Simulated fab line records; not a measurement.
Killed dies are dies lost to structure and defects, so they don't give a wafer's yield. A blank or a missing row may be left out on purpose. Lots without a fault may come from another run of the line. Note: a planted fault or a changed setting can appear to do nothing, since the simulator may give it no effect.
fab line records | flow nandHarc
record lots=10 wafers=30 lastDay=24
route steps=1159 shown P_BONDPAD@386 A_ZERO_WELL@404 A_ONON_D1@432 A_CHANNEL_HOLE_D1@451 END@1159
lots untouched by any fault: they come from a run of this same line in which no faults occurred
startH: start of the lot's first displayed wafer, in hours after the record's first day | waitH: how many hours have passed since the lot's step before this one | " as in the row above | L1.1+2: a single row standing in for several wafers | - no value, or no start was given | * or withheld: withheld | < > ~ a bound
route shown NAME@n: NAME is a module with steps in the file, n the number in the route of the first one | usual: average and standard deviation across the fault-free wafers | same: alike in all rows | chamber/n: place in a boat | sites: each site's reading | _std_site: the standard deviation of these | _edge_site: outer sites' mean less inner sites' | radiusMm: for every site, how far away it sits from the centre of the wafer | mask NAME#n: copy n | behind: the tool/chamber that last shaped the wafer | hold: the reason the lot was held/the length of the hold in hours/how it ended | device: the transistor (n, p or np) that didn't switch | end of line: the tests these same wafers got at the end of their route | a step given without rows: its recipe and nothing more | killed: dies that structure and defects cost at the first sort, which is not the same as the wafer's yield | map: a wafer's dies, marking killed ones x, the rest . and places with no die _
set.NAME: the setting that was run; set.NAME@STEP: the one run at that earlier step | model.NAME: the simulator's own value behind a step, which no gauge read
a sample of lots followed through the steps of the route, with each step as a table and each wafer as a row
services: the hour from which a tool's chamber was out of use, counted from the record's first day as startH (under 0 if before that day), plus the number of hours and why
## steps
# step NHARC_P_BONDPAD_ACTIVATE_29
# recipe timeS=60 n2FlowSccm=200 arFlowSccm=0 biasPowerW=0 chemistry=N2
# usual drypumpMotorCurrentA=5.6/0.53 oesProductAu=1.001/0.0071 rfVppV=64.4/0.88 showerheadPlenumPTorr=1.83/0.085
# columns lot.wafer tool chamber startH waitH drypumpMotorCurrentA oesProductAu rfHoursCounterH rfVppV showerheadPlenumPTorr
L317.1 rieDiel-13 2 134.69 0.1 6.5 0.994 3 64.4 1.88
L317.4 " 0 " " 5.4 1.004 3 65.0 1.89
L317.6 " 2 " " 6.5 0.986 - 65.1 1.88
L320.3 rieDiel-07 1 149.38 0.1 4.8 1.006 29 64.2 1.81
L320.1 " 2 " " 5.1 1.021 31 64.5 1.80
L320.6 " 1 " " 4.8 1.004 - 64.2 1.81
L326.3 rieDiel-13 0 183.22 0.1 5.4 0.995 7 65.1 1.89
L326.4 " 2 " " 6.5 0.996 6 65.7 1.88
L326.5 " 1 " " 5.5 1.008 - 64.7 1.89
L328.1 rieDiel-13 3 196.79 0.1 5.1 1.012 9 62.5 1.72
L328.6 " 2 " " 6.5 1.003 - 65.7 1.88
L328.5 " 3 " " 5.1 1.014 - 64.4 1.72
L330.2 rieDiel-13 1 210.63 0.1 5.5 1.005 11 63.9 1.89
L330.3 " 3 " " 5.1 0.992 10 62.6 1.72
L330.6 " 1 " " 5.5 1.001 - 64.2 1.89
L332.2 rieDiel-13 2 226.39 0.1 6.5 0.994 12 65.4 1.88
L332.4 " 2 " " 6.5 0.998 - 64.7 1.88
L332.5 " 0 " " 5.4 0.992 - 65.8 1.88
L334.3 rieDiel-07 0 237.95 0.1 4.8 1.000 0 63.5 1.92
L334.1 " 1 " " 4.8 1.001 0 65.1 1.80
L334.6 " 3 " " 5.8 0.992 - 63.5 1.66
L336.3 rieDiel-13 2 240.71 0.1 6.6 0.996 14 64.6 1.88
L336.2 " 0 " " 5.4 1.004 15 65.9 1.88
L336.6 " 3 " " 5.1 1.008 - 64.4 1.71
L340.4 rieDiel-13 2 262.18 0.1 6.5 1.003 16 65.1 1.88
L340.1 " 0 " " 5.4 1.004 16 65.2 1.88
L340.6 " 1 " " 5.5 1.012 - 64.2 1.89
L339.2 rieDiel-13 0 262.74 0.1 5.4 0.998 16 64.2 1.88
L339.1 " 1 " " 5.5 1.003 17 65.3 1.89
L339.4 " 3 " " 5.1 1.006 13 63.8 1.71
# step NHARC_A_ZERO_WELL_ETCH_19
# recipe targetDepthA=800 overetchA=240 timeS=87.88 ionEnergyEv=200 n2FlowSccm=150 h2FlowSccm=150 arFlowSccm=0 rfW=400 biasW=150 chemistry=N2/H2
# usual drypumpMotorCurrentA=5.8/0.59 oesProductAu=1.004/0.0086 rfFwdPowerW=397.0/1.6 rfVppV=431.0/2.2 showerheadPlenumPTorr=2.05/0.078 throttleValvePct=14.173/0.0091
# columns lot.wafer tool chamber startH waitH drypumpMotorCurrentA oesProductAu rfFwdPowerW rfHoursCounterH rfVppV showerheadPlenumPTorr throttleValvePct
L317.1 rieDiel-05 3 136.18 0.1 6.1 1.009 395.4 9 431.9 2.05 14.180
L317.6 " 3 " " 6.1 1.010 396.2 - 432.8 2.05 14.162
L317.4 " 1 " " 5.1 1.003 398.2 - 428.3 1.92 14.173
L320.3 rieDiel-10 2 150.87 0.1 5.2 0.992 396.1 9 432.7 2.13 14.143
L320.1 " 3 " " 5.7 1.012 394.5 8 434.1 2.15 14.186
L320.6 " 3 " " 5.7 0.998 395.6 - 434.6 2.15 14.170
L326.4 rieDiel-11 0 184.71 0.1 6.6 1.001 395.9 19 430.9 2.08 14.182
L326.3 " 1 " " 5.9 1.019 397.7 20 433.2 2.15 14.173
L326.5 " 0 " " 6.6 1.010 396.2 - 431.8 2.08 14.174
L328.1 rieDiel-10 1 198.16 0.1 5.7 0.998 394.1 1 430.3 2.07 14.183
L328.5 " 2 " " 5.2 0.998 395.3 - 433.6 2.12 14.168
L328.6 " 3 " " 5.7 1.002 395.5 - 432.9 2.15 14.192
L330.2 rieDiel-05 1 212.14 0.1 5.1 1.007 400.1 3 425.6 1.92 14.155
L330.3 " 2 " " 6.6 0.997 397.7 4 434.5 2.14 14.168
L330.6 " 2 " " 6.6 0.995 398.5 - 432.7 2.14 14.174
L332.4 rieDiel-10 0 227.91 0.1 5.3 0.997 398.8 3 430.2 2.06 14.182
L332.2 " 2 " " 5.2 0.996 396.8 3 433.5 2.12 14.180
L332.5 " 0 " " 5.3 1.000 397.1 - 431.8 2.06 14.175
L334.3 rieDiel-11 0 239.53 0.1 6.6 1.015 398.3 5 430.7 2.08 14.187
L334.1 " 2 " " 5.2 0.988 396.4 5 428.9 1.97 14.182
L334.6 " 0 " " 6.6 1.020 397.6 - 431.0 2.08 14.181
L336.3 rieDiel-05 0 242.29 0.1 4.9 0.988 396.2 4 428.3 1.94 14.180
L336.2 " 1 " " 5.1 1.003 398.8 5 427.0 1.92 14.165
L336.6 " 3 " " 6.1 0.997 394.9 - 430.5 2.05 14.162
L340.4 rieDiel-05 0 263.65 0.1 4.9 0.997 400.4 6 427.3 1.94 14.160
L340.1 " 3 " " 6.1 1.014 394.1 5 430.0 2.05 14.184
L340.6 " 1 " " 5.1 1.003 395.2 - 427.1 1.92 14.170
L339.1 rieDiel-10 2 264.24 0.1 5.2 0.989 393.7 6 432.6 2.12 14.183
L339.4 " 3 " " 5.7 1.003 394.4 6 435.1 2.15 14.175
L339.2 " 1 " " 5.7 0.998 397.3 6 431.5 2.07 14.184
# step NHARC_A_ONON_D1_DEP_12
# recipe targetThkA=10000 n2FlowSccm=2750 n2oFlowSccm=2000 nh3FlowSccm=500 sih4FlowSccm=210 tempC=400
# columns lot.wafer tool chamber startH waitH
L317.1+4+6 pecvdOnon-02 0 161.04 0.1
L320.1+3+6 pecvdOnon-02 0 173.72 0.1
L326.3+4+5 pecvdOnon-03 0 209.68 0.2
L328.1+5+6 pecvdOnon-03 0 224.48 0.1
L330.2+3+6 pecvdOnon-02 0 235.34 0.1
L332.2+4+5 pecvdOnon-02 0 253.40 0.1
L334.1+3+6 pecvdOnon-02 0 263.03 0.1
L336.2+3+6 pecvdOnon-02 0 273.64 0.1
L340.1+4+6 pecvdOnon-02 0 285.88 0.1
L339.1+2+4 pecvdOnon-01 0 286.09 0.1
# step NHARC_A_ONON_D1_THK_MEAS_14
# recipe thkMeasGauge=ellipsometry
# usual thkNm=1000/8.3
# columns lot.wafer tool chamber startH waitH thkNm
L317.1 filmMetro-02 - 161.55 - 995
L317.4 " - " " 996
L317.6 " - " " 994
L320.1 filmMetro-01 - 174.23 - 1010
L320.3 " - " " 1010
L320.6 " - " " 1010
L326.3 filmMetro-02 - 210.07 - 1008
L326.4 " - " " 1008
L326.5 " - " " 639
L328.1 filmMetro-01 - 225.01 - 625
L328.5 " - " " 625
L328.6 " - " " 993
L330.2 filmMetro-01 - 235.79 - 989
L330.3 " - " " 988
L330.6 " - " " 989
L332.2 filmMetro-01 - 253.86 - 997
L332.4 " - " " 1000
L332.5 " - " " 1000
L334.1 filmMetro-01 - 263.55 - 1008
L334.3 " - " " 1005
L334.6 " - " " 1006
L336.2 filmMetro-01 - 274.10 - 993
L336.3 " - " " 994
L336.6 " - " " 995
L340.1 filmMetro-01 - 286.39 - 1004
L340.4 " - " " 1003
L340.6 " - " " 1002
L339.1 filmMetro-02 - 286.61 - 1007
L339.2 " - " " 1010
L339.4 " - " " 1010
# step NHARC_A_CHANNEL_HOLE_D1_DEP_01
# recipe targetThkA=1400 targetThkNm=140 tempC=400 pressureTorr=3.5 flowSccm=200 rfW=350 material=SiON
# usual heaterPowerW=780/73 rfFwdPowerW=348.0/1.3
# columns lot.wafer tool chamber startH waitH heaterPowerW rfFwdPowerW
L317.1 pecvd-03 0 173.63 1.7 807 347.1
L317.6 " 2 " " 637 347.7
L317.4 " 0 " " 806 345.8
L320.3 pecvd-01 1 187.64 1.0 705 347.3
L320.1 " 2 " " 831 348.4
L320.6 " 2 " " 808 348.3
L326.3 pecvd-01 0 223.20 1.3 799 348.6
L326.4 " 2 " " 891 349.4
L328.6 pecvd-03 0 238.31 0.1 753 347.8
L330.3 pecvd-03 0 250.37 1.0 819 349.3
L330.2 " 1 " " 668 346.7
L330.6 " 2 " " 734 347.7
L332.2 pecvd-03 0 266.52 1.4 806 347.0
L332.4 " 2 " " 680 347.9
L332.5 " 0 " " 820 347.0
L334.3 pecvd-01 2 275.65 1.0 923 349.1
L334.1 " 0 " " 757 350.2
L334.6 " 0 " " 773 349.2
L336.2 pecvd-03 0 287.16 1.4 766 346.8
L336.3 " 1 " " 798 348.0
L336.6 " 1 " " 809 345.6
L340.1 pecvd-04 0 301.02 1.6 838 347.5
L340.6 " 1 " " 765 348.8
L340.4 " 0 " " 827 348.5
L339.2 pecvd-01 1 301.13 1.3 736 348.4
L339.1 " 2 " " 899 347.5
L339.4 " 0 " " 773 348.8
# step NHARC_END_SORT_01
# recipe tempC=25
# usual killedAtArray=26/9.9 killedAtOther=0.8/1 killedAtPeriphery=2.8/2.2 killedDies=29/9.9 killedOpen=3.2/1.8 killedShort=2.1/1.4
# same grossDies=677
# columns lot.wafer tool chamber startH waitH killedAtArray killedAtOther killedAtPeriphery killedDies killedOpen killedShort
L326.3 prober-02 0 498.12 3.1 24 0 1 25 4 3
L326.4 prober-02 0 498.94 3.4 16 1 1 18 2 3
L326.5 prober-02 0 499.75 3.7 675 2 0 677 1 0
L328.1 prober-02 0 504.44 2.5 676 0 1 677 3 1
L328.5 prober-02 0 507.66 3.7 673 2 2 677 0 1
L328.6 prober-02 0 508.46 4.0 31 0 3 34 4 0
# killed by level:class
L326.3 A_CONTACT:chamberFilmFlake=8 A_CONTACT:geometricParticle:open=3 A_CHANNEL_FILL_D1:chamberFilmFlake=3 A_STAIRCASE:chamberFilmFlake=3 A_SGD_CUT:geometricParticle:short=2 A_CHANNEL_HOLE_D1:chamberFilmFlake=2 A_CHANNEL_FILL_D1:geometricParticle:short=1 A_WL_FILL:geometricParticle:open=1
L326.4 A_STAIRCASE:chamberFilmFlake=4 A_CONTACT:chamberFilmFlake=4 A_CHANNEL_FILL_D1:geometricParticle:short=2 A_CHANNEL_FILL_D1:geometricParticle:open=1 A_SGD_CUT:geometricParticle:short=1 A_CONTACT:geometricParticle:open=1 P_GATE:chamberFilmFlake=1 A_ZERO_WELL:chamberFilmFlake=1
L326.5 A_ONON_D1:areaDep=658 A_CONTACT:chamberFilmFlake=7 A_STAIRCASE:chamberFilmFlake=5 A_CHANNEL_HOLE_D1:chamberFilmFlake=3 HYBRID_BOND:chamberFilmFlake=2 A_BLC:geometricParticle:open=1 A_WL_FILL:chamberFilmFlake=1
L328.1 A_ONON_D1:areaDep=633 A_CHANNEL_HOLE_D1:chamberFilmFlake=17 A_SLIT:chamberFilmFlake=14 A_SGD_CUT:chamberFilmFlake=4 A_CONTACT:chamberFilmFlake=2 A_ONON_D1:geometricParticle:short=1 A_BLC:geometricParticle:open=1 A_M0:geometricParticle:open=1
L328.5 A_ONON_D1:areaDep=643 A_CHANNEL_HOLE_D1:chamberFilmFlake=12 A_SLIT:chamberFilmFlake=6 A_STAIRCASE:chamberFilmFlake=3 A_SGD_CUT:chamberFilmFlake=3 P_STI:chamberFilmFlake=2 A_ZERO_WELL:chamberFilmFlake=2 THIN_TSV:chamberFilmFlake=2
L328.6 A_SLIT:chamberFilmFlake=12 A_CHANNEL_HOLE_D1:chamberFilmFlake=10 A_SGD_CUT:chamberFilmFlake=3 A_CONTACT:chamberFilmFlake=2 P_CONTACT:geometricParticle:open=1 A_CHANNEL_HOLE_D1:geometricParticle:open=1 A_BLC:geometricParticle:open=1 A_M1:geometricParticle:open=1
## services
# columns tool chamber startH hours kind
pecvdOnon-02 - 111.00 13.0 pm
pecvd-03 - 111.08 13.0 pm
rieDiel-13 2 141.59 7.2 repair
pecvdOnon-03 - 153.00 13.0 pm
pecvd-03 - 159.02 0.9 repair
rieDiel-05 - 163.60 9.0 pm
rieDiel-10 - 176.50 9.0 pm
pecvd-03 1 182.79 6.5 repair
rieDiel-11 - 189.50 9.0 pm
rieDiel-05 - 192.38 0.9 repair
rieDiel-05 3 212.10 15.4 repair
rieDiel-13 3 215.88 16.3 repair
rieDiel-05 0 218.55 2.4 repair
pecvd-01 - 237.18 13.0 pm
rieDiel-13 3 240.86 2.9 repair
rieDiel-10 2 248.77 1.7 repair
rieDiel-10 0 251.81 1.4 repair
rieDiel-13 0 253.61 6.2 repair
rieDiel-13 - 276.00 9.0 pm
pecvd-03 - 276.12 1.2 repair
rieDiel-13 2 285.39 9.3 repair
pecvdOnon-02 - 292.00 13.0 pm
pecvd-03 - 292.25 13.0 pm
rieDiel-10 1 292.97 12.8 repair
## key
firstSign step=NHARC_A_ONON_D1_THK_MEAS_14 reading=thkNm direction=down sigmas=45 usual=1000 struck=630
effect step=NHARC_END_SORT_01 reading=killedAtArray direction=up sigmas=66 usual=26 struck=675
moreKillsBornAt NHARC_A_ONON_D1_DEP_12@pecvdOnon-03=1934
metAt NHARC_A_ONON_D1_DEP_12
struckLots L326,L328
struckWafers L326.5,L328.1,L328.5
laterRowsLeftOut L326.5,L328.1,L328.5
testerLeftOut L326,L328
notActingAt NHARC_P_BONDPAD_ACTIVATE_29,NHARC_A_ZERO_WELL_ETCH_19,NHARC_A_CHANNEL_HOLE_D1_DEP_01
fault kind=processParameterDrift tool=pecvdOnon-03 chamber=- onsetH=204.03 steps=NHARC_A_ONON_D1_DEP_12 channel=targetThkA offset=* shape=step endH=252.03 scope=struckWafersOnly actsIn=* stated=*
# testerLeftOut: of these lots the tester's yield and bins aren't shown, on N5 and GAA mostly nor the transistor test; their killed dies are dies lost to structure and defects alone, not to doping, threshold or leakage, so they don't give the yield
# laterRowsLeftOut: the simulator's readings of these wafers behind a module that went badly wrong aren't trusted and aren't shown, but for the sort
